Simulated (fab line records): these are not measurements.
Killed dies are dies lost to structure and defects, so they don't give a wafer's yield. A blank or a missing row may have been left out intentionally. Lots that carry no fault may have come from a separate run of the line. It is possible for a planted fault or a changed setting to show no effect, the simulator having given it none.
Which tool is to blame? + flow n5Finfet + 69 wafers from 23 lots sampled at 6 of the route's 1938 steps

== WHAT THE GAUGES SHOWED, per wafer ==
N5_BEOL_M15_THK_MEAS_01. Usual: M15_ILD_THK gives 1632 nm (standard deviation 20).
| lot  | measured     | on           | M15_ILD_THK (nm) | flag |
|------|--------------|--------------|------------------|------|
| L074 | day 11 06:34 | filmMetro-01 | 1633 1651 1638   |      |
| L076 | day 11 14:51 | filmMetro-01 | 1598 1651 1629   |      |
| L075 | day 11 18:13 | filmMetro-02 | 1577 1604 1604   |      |
| L077 | day 12 14:44 | filmMetro-02 | 1622 1650 1633   |      |
| L078 | day 13 00:36 | filmMetro-01 | 1643 1649 1660   |      |
| L079 | day 13 05:40 | filmMetro-01 | 1608 1638 1632   |      |
| L080 | day 13 10:55 | filmMetro-01 | 1608 1636 1626   |      |
| L083 | day 14 01:45 | filmMetro-02 | 1620 1634 1656   |      |
| L081 | day 14 05:26 | filmMetro-01 | 1639 1645 1642   |      |
| L084 | day 14 14:43 | filmMetro-02 | 1580 1652 1616   |      |
| L082 | day 14 19:47 | filmMetro-02 | 1619 1601 1636   |      |
| L085 | day 14 20:13 | filmMetro-01 | 1624 1614 1644   |      |
| L086 | day 15 04:24 | filmMetro-02 | 1645 1653 1656   |      |
| L087 | day 15 09:39 | filmMetro-01 | 1655 1642 1662   |      |
| L088 | day 15 20:39 | filmMetro-02 | 1646 1630 1649   |      |
| L091 | day 16 02:25 | filmMetro-02 | 1630 1653 1643   |      |
| L089 | day 16 09:58 | filmMetro-01 | 1629 1601 1629   |      |
| L093 | day 16 10:15 | filmMetro-02 | 1635 1621 1657   |      |
| L096 | day 16 10:49 | filmMetro-01 | 1649 1655 1661   |      |
| L094 | day 16 14:16 | filmMetro-02 | 1593 1605 1649   |      |
| L092 | day 16 20:13 | filmMetro-02 | 1629 1632 1653   |      |
| L095 | day 17 12:16 | filmMetro-01 | 1628 1656 1658   |      |
| L097 | day 18 04:28 | filmMetro-01 | 1621 1625 1671   |      |

N5_BEOL_M15_CD_MEAS_28 targets a cd of 407.6 nm. Usual: 407.7 nm for cdNm, sd 1.8.
| lot  | measured     | on       | cdNm (nm)         | flag |
|------|--------------|----------|-------------------|------|
| L074 | day 11 08:28 | cdSem-02 | 408.7 406.3 407.2 |      |
| L076 | day 11 16:48 | cdSem-01 | 405.5 407.2 405.8 |      |
| L075 | day 11 20:06 | cdSem-03 | 405.7 405.8 407.3 |      |
| L077 | day 12 16:38 | cdSem-03 | 406.8 405.9 408.2 |      |
| L078 | day 13 02:37 | cdSem-02 | 408.5 407.2 405.7 |      |
| L079 | day 13 07:35 | cdSem-03 | 409.9 408.0 410.6 |      |
| L080 | day 13 12:58 | cdSem-03 | 408.5 407.3 409.0 |      |
| L083 | day 14 03:38 | cdSem-02 | 406.8 407.5 405.7 |      |
| L081 | day 14 07:17 | cdSem-02 | 402.9 407.3 404.7 |      |
| L084 | day 14 16:39 | cdSem-02 | 408.3 407.0 407.7 |      |
| L082 | day 14 21:53 | cdSem-02 | 410.3 410.1 409.2 |      |
| L085 | day 14 22:05 | cdSem-02 | 411.0 408.1 409.4 |      |
| L086 | day 15 06:17 | cdSem-03 | 409.3 409.8 413.1 |      |
| L087 | day 15 11:47 | cdSem-03 | 406.2 407.4 406.4 |      |
| L088 | day 15 22:28 | cdSem-03 | 407.1 406.1 407.6 |      |
| L091 | day 16 04:18 | cdSem-03 | 408.0 409.1 407.3 |      |
| L089 | day 16 11:44 | cdSem-02 | 408.6 410.2 410.2 |      |
| L093 | day 16 12:13 | cdSem-01 | 407.6 408.2 408.0 |      |
| L096 | day 16 12:45 | cdSem-01 | 405.5 407.3 406.3 |      |
| L094 | day 16 16:16 | cdSem-02 | 407.8 406.6 406.6 |      |
| L092 | day 16 22:07 | cdSem-02 | 408.7 408.8 410.9 |      |
| L095 | day 17 15:02 | cdSem-02 | 406.4 407.0 405.1 |      |
| L097 | day 18 06:23 | cdSem-01 | 408.9 411.4 409.9 |      |

== WHICH TOOL RAN EACH LOT (tool, then ch and the chambers of the sampled wafers, then the start) ==
| lot  | N5_BEOL_M14_VIA_ETCH_16           | N5_BEOL_M14_STRIP_63                         | N5_BEOL_M14_DESCUM_33             | N5_BEOL_M15_VIA_ETCH_16           |
|------|-----------------------------------|----------------------------------------------|-----------------------------------|-----------------------------------|
| L074 | rieDiel-06 ch 0,2,3, day 11 01:35 | rieDiel-06 ch 0,2,3, day 11 02:47 or earlier | rieDiel-02 ch 0,1, day 11 02:47   | rieDiel-04 ch 0,1,2, day 11 07:03 |
| L076 | rieDiel-02 ch 0,2, day 11 09:23   | rieDiel-02 ch 0,2, day 11 10:08 or earlier   | rieDiel-06 ch 0,2,3, day 11 10:08 | rieDiel-03 ch 0,1,3, day 11 15:19 |
| L075 | rieDiel-01 ch 0,1,2, day 11 12:39 | rieDiel-01 ch 0,1,2, day 11 13:39 or earlier | rieDiel-02 ch 0,1,3, day 11 13:39 | rieDiel-05 ch 0,1,2, day 11 18:49 |
| L077 | rieDiel-01 ch 1,2, day 12 09:25   | rieDiel-01 ch 1,2, day 12 10:21 or earlier   | rieDiel-02 ch 0,1,3, day 12 10:21 | rieDiel-05 ch 0,1, day 12 15:21   |
| L078 | rieDiel-01 ch 0,2, day 12 20:11   | rieDiel-01 ch 0,2, day 12 21:07 or earlier   | rieDiel-02 ch 0,1, day 12 21:07   | rieDiel-05 ch 0,1, day 13 01:12   |
| L079 | rieDiel-02 ch 0,3, day 13 01:55   | rieDiel-02 ch 0,3, day 13 02:41 or earlier   | rieDiel-01 ch 0,3, day 13 02:41   | rieDiel-05 ch 1,2,3, day 13 06:16 |
| L080 | rieDiel-01 ch 1,2,3, day 13 05:02 | rieDiel-01 ch 1,2,3, day 13 05:49 or earlier | rieDiel-01 ch 0,1,2, day 13 05:49 | rieDiel-04 ch 0,2,3, day 13 11:31 |
| L083 | rieDiel-06 ch 0,3, day 13 21:52   | rieDiel-06 ch 0,3, day 13 22:46 or earlier   | rieDiel-02 ch 1,3, day 13 22:46   | rieDiel-05 ch 2,3, day 14 02:14   |
| L081 | rieDiel-01 ch 0,1,2, day 14 01:19 | rieDiel-01 ch 0,1,2, day 14 02:04 or earlier | rieDiel-01 ch 0,2, day 14 02:04   | rieDiel-05 ch 2,3, day 14 05:54   |
| L084 | rieDiel-01 ch 2,3, day 14 06:37   | rieDiel-01 ch 2,3, day 14 07:28 or earlier   | rieDiel-06 ch 1,2,3, day 14 07:28 | rieDiel-03 ch 2,3, day 14 15:19   |
| L082 | rieDiel-02 ch 1,2,3, day 14 15:55 | rieDiel-02 ch 1,2,3, day 14 16:49 or earlier | rieDiel-02 ch 0,2, day 14 16:49   | rieDiel-04 ch 1,3, day 14 20:23   |
| L085 | rieDiel-02 ch 2,3, day 14 16:16   | rieDiel-02 ch 2,3, day 14 17:08 or earlier   | rieDiel-06 ch 0,2, day 14 17:08   | rieDiel-04 ch 1,2,3, day 14 20:47 |
| L086 | rieDiel-02 ch 0,2,3, day 15 00:13 | rieDiel-02 ch 0,2,3, day 15 00:55 or earlier | rieDiel-06 ch 0,2,3, day 15 00:55 | rieDiel-04 ch 0,1,2, day 15 04:53 |
| L087 | rieDiel-06 ch 1,2,3, day 15 04:19 | rieDiel-06 ch 1,2,3, day 15 05:13 or earlier | rieDiel-06 ch 0,1,2, day 15 05:13 | rieDiel-05 ch 0,1,3, day 15 10:15 |
| L088 | rieDiel-06 ch 0,2,3, day 15 14:34 | rieDiel-06 ch 0,2,3, day 15 15:44 or earlier | rieDiel-01 ch 0,1,3, day 15 15:44 | rieDiel-05 ch 2,3, day 15 21:08   |
| L091 | rieDiel-06 ch 0,3, day 15 22:43   | rieDiel-06 ch 0,3, day 15 23:29 or earlier   | rieDiel-06 ch 2,3, day 15 23:29   | rieDiel-05 ch 0,1,2, day 16 02:53 |
| L089 | rieDiel-01 ch 1,3, day 16 03:14   | rieDiel-01 ch 1,3, day 16 04:25 or earlier   | rieDiel-01 ch 0,3, day 16 04:25   | rieDiel-03 ch 0,2,3, day 16 10:27 |
| L093 | rieDiel-01 ch 0,1,3, day 16 03:58 | rieDiel-01 ch 0,1,3, day 16 05:13 or earlier | rieDiel-01 ch 1,3, day 16 05:13   | rieDiel-04 ch 0,1,3, day 16 10:52 |
| L096 | rieDiel-02 ch 0,1,2, day 16 05:43 | rieDiel-02 ch 0,1,2, day 16 06:38 or earlier | rieDiel-06 ch 0,1, day 16 06:38   | rieDiel-04 ch 1,2, day 16 11:26   |
| L094 | rieDiel-01 ch 0,1,3, day 16 08:09 | rieDiel-01 ch 0,1,3, day 16 09:02 or earlier | rieDiel-02 ch 0,2,3, day 16 09:02 | rieDiel-04 ch 0,1, day 16 14:52   |
| L092 | rieDiel-01 ch 1,3, day 16 09:36   | rieDiel-01 ch 1,3, day 16 10:22 or earlier   | rieDiel-02 ch 1,3, day 16 10:22   | rieDiel-05 ch 0,2, day 16 20:41   |
| L095 | rieDiel-02 ch 0,3, day 17 08:26   | rieDiel-02 ch 0,3, day 17 09:19 or earlier   | rieDiel-01 ch 1,2,3, day 17 09:19 | rieDiel-05 ch 1,2, day 17 12:44   |
| L097 | rieDiel-02 ch 0,1,3, day 17 22:34 | rieDiel-02 ch 0,1,3, day 17 23:27 or earlier | rieDiel-01 ch 1,2,3, day 17 23:27 | rieDiel-03 ch 0,1,2, day 18 04:58 |
- N5_BEOL_M14_VIA_ETCH_16: etches SiO2 in C4F8/O2/Ar, target depth 1231.3 nm.
- N5_BEOL_M14_STRIP_63: strips in O2.
- N5_BEOL_M14_DESCUM_33: chemistry O2, time 7.9 s.
- N5_BEOL_M15_VIA_ETCH_16: etches SiO2 in C4F8/O2/Ar, target depth 1792.2 nm.

== WHAT THE TOOLS THEMSELVES READ (means of the sampled wafers that have a number; where no wafer has one, the mark that the record gives instead) ==
N5_BEOL_M14_VIA_ETCH_16. Usual: drypumpMotorCurrentA 5.5 A, standard deviation 0.38; mfcArSccm 399.9 sccm, standard deviation 1.3; oesProductAu 0.73 a.u., standard deviation 0.092; rfVppV 2212 V, standard deviation 41; showerheadPlenumPTorr 3.47 Torr, standard deviation 0.075; throttleValvePct 30.82 %, standard deviation 0.21.
| lot  | tool       | drypumpMotorCurrentA (A) | mfcArSccm (sccm) | oesProductAu (a.u.) | rfVppV (V) | showerheadPlenumPTorr (Torr) | throttleValvePct (%) | flag |
|------|------------|--------------------------|------------------|---------------------|------------|------------------------------|----------------------|------|
| L074 | rieDiel-06 | 5.3                      | 398.9            | 0.72                | 2227       | 3.51                         | 31.03                |      |
| L076 | rieDiel-02 | 5.3                      | 401.3            | 0.73                | 2225       | 3.58                         | 30.84                |      |
| L075 | rieDiel-01 | 5.5                      | 400.6            | 0.74                | 2191       | 3.47                         | 30.77                |      |
| L077 | rieDiel-01 | 5.2                      | 399.9            | 0.65                | 2224       | 3.42                         | 30.98                |      |
| L078 | rieDiel-01 | 5.1                      | 398.9            | 0.71                | 2217       | 3.45                         | 30.88                |      |
| L079 | rieDiel-02 | 5.7                      | 399.1            | 0.68                | 2206       | 3.47                         | 30.89                |      |
| L080 | rieDiel-01 | 5.4                      | 400.5            | 0.73                | 2216       | 3.41                         | 30.83                |      |
| L083 | rieDiel-06 | 5.3                      | 398.6            | 0.70                | 2227       | 3.50                         | 31.18                |      |
| L081 | rieDiel-01 | 5.5                      | 398.0            | 0.71                | 2191       | 3.46                         | 30.79                |      |
| L084 | rieDiel-01 | 4.9                      | 399.2            | 0.69                | 2245       | 3.40                         | 30.94                |      |
| L082 | rieDiel-02 | 5.7                      | 400.3            | 0.69                | 2233       | 3.48                         | 30.93                |      |
| L085 | rieDiel-02 | 5.7                      | 399.8            | 0.71                | 2218       | 3.44                         | 30.90                |      |
| L086 | rieDiel-02 | 5.5                      | 401.0            | 0.74                | 2220       | 3.50                         | 30.84                |      |
| L087 | rieDiel-06 | 5.4                      | 400.6            | 0.76                | 2231       | 3.48                         | 30.80                |      |
| L088 | rieDiel-06 | 5.3                      | 401.5            | 0.68                | 2226       | 3.49                         | 31.07                |      |
| L091 | rieDiel-06 | 5.3                      | 400.4            | 0.68                | 2227       | 3.48                         | 31.19                |      |
| L089 | rieDiel-01 | 5.8                      | 399.0            | 0.71                | 2187       | 3.41                         | 30.74                |      |
| L093 | rieDiel-01 | 5.6                      | 398.8            | 0.75                | 2181       | 3.45                         | 30.63                |      |
| L096 | rieDiel-02 | 5.4                      | 399.9            | 0.82                | 2236       | 3.54                         | 30.77                |      |
| L094 | rieDiel-01 | 5.6                      | 399.4            | 0.75                | 2181       | 3.44                         | 30.64                |      |
| L092 | rieDiel-01 | 5.8                      | 400.4            | 0.71                | 2187       | 3.41                         | 30.75                |      |
| L095 | rieDiel-02 | 5.5                      | 400.3            | 0.69                | 2207       | 3.52                         | 30.88                |      |
| L097 | rieDiel-02 | 5.6                      | 399.6            | 0.72                | 2219       | 3.49                         | 30.83                |      |

N5_BEOL_M14_STRIP_63. Usual: drypumpMotorCurrentA 5.5 A, standard deviation 0.38; oesProductAu 0.81 a.u., standard deviation 0.11; rfVppV 3.7 V, standard deviation 0.9; showerheadPlenumPTorr 2.12 Torr, standard deviation 0.054; throttleValvePct 16.59 %, standard deviation 0.26.
| lot  | tool       | drypumpMotorCurrentA (A) | oesProductAu (a.u.) | rfVppV (V) | showerheadPlenumPTorr (Torr) | throttleValvePct (%) | flag |
|------|------------|--------------------------|---------------------|------------|------------------------------|----------------------|------|
| L074 | rieDiel-06 | 5.3                      | 0.79                | 3.7        | 2.13                         | 16.67                |      |
| L076 | rieDiel-02 | 5.3                      | 0.80                | 3.3        | 2.21                         | 16.78                |      |
| L075 | rieDiel-01 | 5.5                      | 0.83                | 3.3        | 2.10                         | 16.45                |      |
| L077 | rieDiel-01 | 5.2                      | 0.71                | 2.7        | 2.07                         | 16.71                |      |
| L078 | rieDiel-01 | 5.1                      | 0.79                | 3.8        | 2.08                         | 16.54                |      |
| L079 | rieDiel-02 | 5.6                      | 0.76                | 3.6        | 2.13                         | 16.83                |      |
| L080 | rieDiel-01 | 5.4                      | 0.80                | 4.2        | 2.07                         | 16.53                |      |
| L083 | rieDiel-06 | 5.3                      | 0.77                | 3.7        | 2.12                         | 16.83                |      |
| L081 | rieDiel-01 | 5.5                      | 0.79                | 3.9        | 2.09                         | 16.51                |      |
| L084 | rieDiel-01 | 4.9                      | 0.77                | 3.4        | 2.05                         | 16.59                |      |
| L082 | rieDiel-02 | 5.7                      | 0.76                | 3.6        | 2.14                         | 16.84                |      |
| L085 | rieDiel-02 | 5.7                      | 0.79                | 4.0        | 2.11                         | 16.79                |      |
| L086 | rieDiel-02 | 5.5                      | 0.82                | 3.2        | 2.15                         | 16.74                |      |
| L087 | rieDiel-06 | 5.4                      | 0.84                | 3.5        | 2.12                         | 16.53                |      |
| L088 | rieDiel-06 | 5.2                      | 0.75                | 4.2        | 2.11                         | 16.76                |      |
| L091 | rieDiel-06 | 5.3                      | 0.76                | 3.5        | 2.12                         | 16.87                |      |
| L089 | rieDiel-01 | 5.8                      | 0.79                | 2.8        | 2.08                         | 16.53                |      |
| L093 | rieDiel-01 | 5.6                      | 0.84                | 3.6        | 2.09                         | 16.37                |      |
| L096 | rieDiel-02 | 5.4                      | 0.90                | 3.7        | 2.18                         | 16.62                |      |
| L094 | rieDiel-01 | 5.6                      | 0.85                | 2.5        | 2.09                         | 16.39                |      |
| L092 | rieDiel-01 | 5.8                      | 0.79                | 3.8        | 2.07                         | 16.54                |      |
| L095 | rieDiel-02 | 5.4                      | 0.76                | 4.3        | 2.16                         | 16.84                |      |
| L097 | rieDiel-02 | 5.6                      | 0.80                | 4.3        | 2.14                         | 16.78                |      |

N5_BEOL_M14_DESCUM_33. Usual: drypumpMotorCurrentA 5.5 A, standard deviation 0.37; oesProductAu 0.81 a.u., standard deviation 0.1; rfVppV 243.6 V, standard deviation 1.2; showerheadPlenumPTorr 2.12 Torr, standard deviation 0.057; throttleValvePct 20.35 %, standard deviation 0.27.
| lot  | tool       | drypumpMotorCurrentA (A) | oesProductAu (a.u.) | rfVppV (V) | showerheadPlenumPTorr (Torr) | throttleValvePct (%) | flag |
|------|------------|--------------------------|---------------------|------------|------------------------------|----------------------|------|
| L074 | rieDiel-02 | 5.5                      | 0.75                | 244.4      | 2.19                         | 20.62                |      |
| L076 | rieDiel-06 | 5.3                      | 0.78                | 243.7      | 2.12                         | 20.42                |      |
| L075 | rieDiel-02 | 5.6                      | 0.75                | 244.2      | 2.16                         | 20.59                |      |
| L077 | rieDiel-02 | 5.6                      | 0.75                | 243.2      | 2.15                         | 20.60                |      |
| L078 | rieDiel-02 | 5.5                      | 0.73                | 244.8      | 2.18                         | 20.66                |      |
| L079 | rieDiel-01 | 5.5                      | 0.95                | 244.7      | 2.11                         | 19.89                |      |
| L080 | rieDiel-01 | 5.5                      | 0.81                | 244.0      | 2.09                         | 20.22                |      |
| L083 | rieDiel-02 | 5.8                      | 0.70                | 243.6      | 2.11                         | 20.67                |      |
| L081 | rieDiel-01 | 5.3                      | 0.86                | 243.9      | 2.10                         | 20.05                |      |
| L084 | rieDiel-06 | 5.4                      | 0.74                | 243.5      | 2.12                         | 20.40                |      |
| L082 | rieDiel-02 | 5.3                      | 0.87                | 243.8      | 2.19                         | 20.45                |      |
| L085 | rieDiel-06 | 5.1                      | 0.72                | 243.4      | 2.16                         | 20.54                |      |
| L086 | rieDiel-06 | 5.2                      | 0.75                | 244.1      | 2.11                         | 20.47                |      |
| L087 | rieDiel-06 | 5.2                      | 0.80                | 244.8      | 2.16                         | 20.35                |      |
| L088 | rieDiel-01 | 5.6                      | 0.86                | 243.1      | 2.09                         | 20.09                |      |
| L091 | rieDiel-06 | 5.4                      | 0.78                | 243.0      | 2.06                         | 20.42                |      |
| L089 | rieDiel-01 | 5.5                      | 0.90                | 242.8      | 2.10                         | 19.92                |      |
| L093 | rieDiel-01 | 5.8                      | 0.79                | 243.7      | 2.07                         | 20.29                |      |
| L096 | rieDiel-06 | 5.3                      | 0.79                | 244.8      | 2.16                         | 20.51                |      |
| L094 | rieDiel-02 | 5.5                      | 0.81                | 243.1      | 2.14                         | 20.53                |      |
| L092 | rieDiel-02 | 5.8                      | 0.79                | 242.9      | 2.10                         | 20.55                |      |
| L095 | rieDiel-01 | 5.4                      | 0.85                | 243.1      | 2.05                         | 20.17                |      |
| L097 | rieDiel-01 | 5.4                      | 0.83                | 242.8      | 2.05                         | 20.18                |      |

N5_BEOL_M15_VIA_ETCH_16. Usual: drypumpMotorCurrentA 5.8 A, standard deviation 0.41; mfcArSccm 399.9 sccm, standard deviation 1.2; oesProductAu 0.70 a.u., standard deviation 0.087; rfVppV 2222 V, standard deviation 52; showerheadPlenumPTorr 3.45 Torr, standard deviation 0.12; throttleValvePct 30.93 %, standard deviation 0.24.
| lot  | tool       | drypumpMotorCurrentA (A) | mfcArSccm (sccm) | oesProductAu (a.u.) | rfVppV (V) | showerheadPlenumPTorr (Torr) | throttleValvePct (%) | flag |
|------|------------|--------------------------|------------------|---------------------|------------|------------------------------|----------------------|------|
| L074 | rieDiel-04 | 5.5                      | 400.3            | 0.66                | 2180       | 3.38                         | 31.22                |      |
| L076 | rieDiel-03 | 5.6                      | 399.1            | 0.73                | 2218       | 3.48                         | 30.70                |      |
| L075 | rieDiel-05 | 6.2                      | 400.1            | 0.65                | 2216       | 3.36                         | 30.94                |      |
| L077 | rieDiel-05 | 6.1                      | 399.3            | 0.63                | 2229       | 3.31                         | 30.99                |      |
| L078 | rieDiel-05 | 6.2                      | 400.3            | 0.63                | 2229       | 3.31                         | 30.98                |      |
| L079 | rieDiel-05 | 6.1                      | 399.3            | 0.65                | 2235       | 3.45                         | 30.96                |      |
| L080 | rieDiel-04 | 5.7                      | 400.0            | 0.78                | 2205       | 3.42                         | 30.84                |      |
| L083 | rieDiel-05 | 6.2                      | 400.8            | 0.63                | 2283       | 3.49                         | 30.98                |      |
| L081 | rieDiel-05 | 6.2                      | 401.1            | 0.64                | 2249       | 3.45                         | 30.90                |      |
| L084 | rieDiel-03 | 5.8                      | 400.8            | 0.82                | 2235       | 3.61                         | 30.64                |      |
| L082 | rieDiel-04 | 5.7                      | 399.4            | 0.75                | 2238       | 3.56                         | 30.82                |      |
| L085 | rieDiel-04 | 5.7                      | 398.9            | 0.78                | 2215       | 3.49                         | 30.98                |      |
| L086 | rieDiel-04 | 5.5                      | 399.7            | 0.73                | 2178       | 3.37                         | 31.14                |      |
| L087 | rieDiel-05 | 6.1                      | 399.3            | 0.72                | 2261       | 3.52                         | 30.95                |      |
| L088 | rieDiel-05 | 6.2                      | 401.0            | 0.62                | 2282       | 3.48                         | 31.00                |      |
| L091 | rieDiel-05 | 6.1                      | 401.0            | 0.71                | 2228       | 3.48                         | 30.85                |      |
| L089 | rieDiel-03 | 5.8                      | 399.1            | 0.75                | 2222       | 3.57                         | 30.70                |      |
| L093 | rieDiel-04 | 5.4                      | 400.2            | 0.69                | 2200       | 3.43                         | 31.00                |      |
| L096 | rieDiel-04 | 5.8                      | 400.1            | 0.79                | 2192       | 3.41                         | 31.15                |      |
| L094 | rieDiel-04 | 5.2                      | 398.8            | 0.64                | 2164       | 3.32                         | 31.18                |      |
| L092 | rieDiel-05 | 6.3                      | 399.7            | 0.71                | 2241       | 3.49                         | 30.79                |      |
| L095 | rieDiel-05 | 6.0                      | 400.0            | 0.63                | 2188       | 3.38                         | 30.99                |      |
| L097 | rieDiel-03 | 5.6                      | 399.1            | 0.72                | 2193       | 3.51                         | 30.76                |      |

== THE ANSWER, worked out from the rows above alone ==
Rule: lot off if the mean of its wafers having a number is beyond 3 standard deviations from the usual mean. Also off: a lot with no number at a reading for which 4 or more lots have one. Where the step has rows for the other lots, those lots are counted as sound. The gauges are gone through in route order, then the tools' own readings, and for those a lot's mean is taken as printed above. At the first step where some lot is off, the reading lying furthest off is the one used; lots without a number count as furthest.
No lot is off on any of the readings shown, so nothing can be concluded from this.

== WHAT THE SIMULATOR HAD PUT IN ==
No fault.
